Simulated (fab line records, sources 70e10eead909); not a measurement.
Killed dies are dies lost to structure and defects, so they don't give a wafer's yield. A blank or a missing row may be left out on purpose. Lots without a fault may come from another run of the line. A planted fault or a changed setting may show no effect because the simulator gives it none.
Chamber matching | flow nand_harc | NHARC_P_GATE_DESCUM_31 on rie_diel-11: 4 sister chambers
The step chemistry O2, time 3 s. 22 wafers are shown with their chamber, then 11 later ones without.

WAFERS WITH THEIR CHAMBER
wafer  | chamber | showerhead_plenum_p_Torr (Torr) | drypump_motor_current_A (A) | oes_product_au (a.u.)
L078.2 | 0       | 1.99                            | 5.2                         | 0.994
L078.5 | 2       | 1.80                            | 5.9                         | 0.995
L078.6 | 1       | 1.78                            | 5.6                         | 0.994
L079.3 | 0       | 1.99                            | 5.2                         | 0.999
L079.4 | 2       | 1.80                            | 5.8                         | 0.998
L079.6 | 2       | 1.80                            | 5.9                         | 0.987
L082.1 | 1       | 1.78                            | 5.6                         | 0.987
L082.2 | 3       | 1.79                            | 5.2                         | 1.018
L082.4 | 0       | 1.99                            | 5.2                         | 1.002
L084.3 | 0       | 1.99                            | 5.2                         | 1.010
L084.4 | 3       | 1.79                            | 5.2                         | 1.019
L084.6 | 2       | 1.80                            | 5.9                         | 1.002
L085.1 | 0       | 1.99                            | 5.2                         | 0.991
L085.2 | 3       | 1.78                            | 5.2                         | 1.004
L085.5 | 0       | 1.99                            | 5.2                         | 0.997
L088.3 | 2       | 1.80                            | 5.9                         | 0.993
L088.4 | 3       | 1.78                            | 5.2                         | 1.016
L088.6 | 2       | 1.80                            | 5.9                         | 0.997
L090.1 | 2       | 1.80                            | 5.9                         | 1.005
L090.2 | 0       | 1.99                            | 5.2                         | 1.003
L090.6 | 2       | 1.80                            | 5.9                         | 1.004
L089.4 | 2       | 1.79                            | 5.9                         | 0.991

SIGNATURES (means of the wafers above)
reading                  | chamber 0 | chamber 1 | chamber 2 | chamber 3 | scatter within a chamber
showerhead_plenum_p_Torr | 1.9900    | 1.7800    | 1.7989    | 1.7850    | 0.00324
drypump_motor_current_A  | 5.200     | 5.600     | 5.889     | 5.200     | 0.0222
oes_product_au           | 0.99943   | 0.99050   | 0.99689   | 1.01425   | 0.00624
Rule: a wafer's distance from a chamber is the root of the sum, over the readings, of the square of ((its reading less the chamber's mean) divided by the reading's scatter). The wafer belongs to the nearest chamber; if the next one is less than 2 further off, it can't be placed. The scatter: the root of (the sum of the squares of (reading less its chamber's mean) over the shown wafers, divided by (wafers less chambers)).

WAFERS WITHOUT THEIR CHAMBER
wafer  | showerhead_plenum_p_Torr (Torr) | drypump_motor_current_A (A) | oes_product_au (a.u.)
L089.5 | 1.80                            | 5.9                         | 0.996
L089.6 | 1.99                            | 5.2                         | 0.994
L093.2 | 1.79                            | 5.9                         | 1.003
L093.5 | 1.78                            | 5.2                         | 0.987
L093.6 | 1.99                            | 5.2                         | 1.009
L095.2 | 1.79                            | 5.9                         | 1.007
L095.3 | 1.78                            | 5.7                         | 0.987
L095.4 | 1.79                            | 5.8                         | 1.006
L097.4 | 1.78                            | 5.7                         | 0.988
L097.5 | 1.79                            | 5.9                         | 1.001
L097.6 | 1.78                            | 5.6                         | 0.987

WHICH CHAMBER EACH WENT THROUGH
wafer  | from the rows above | in truth
L089.5 | 2                   | 2
L089.6 | 0                   | 0
L093.2 | 2                   | 2
L093.5 | 3                   | 3
L093.6 | 0                   | 0
L095.2 | 2                   | 2
L095.3 | 1                   | 1
L095.4 | 2                   | 2
L097.4 | 1                   | 1
L097.5 | 2                   | 2
L097.6 | 1                   | 1
Placed correctly: 11 of 11. Can't be placed from these rows: 0. Placed wrongly: 0.
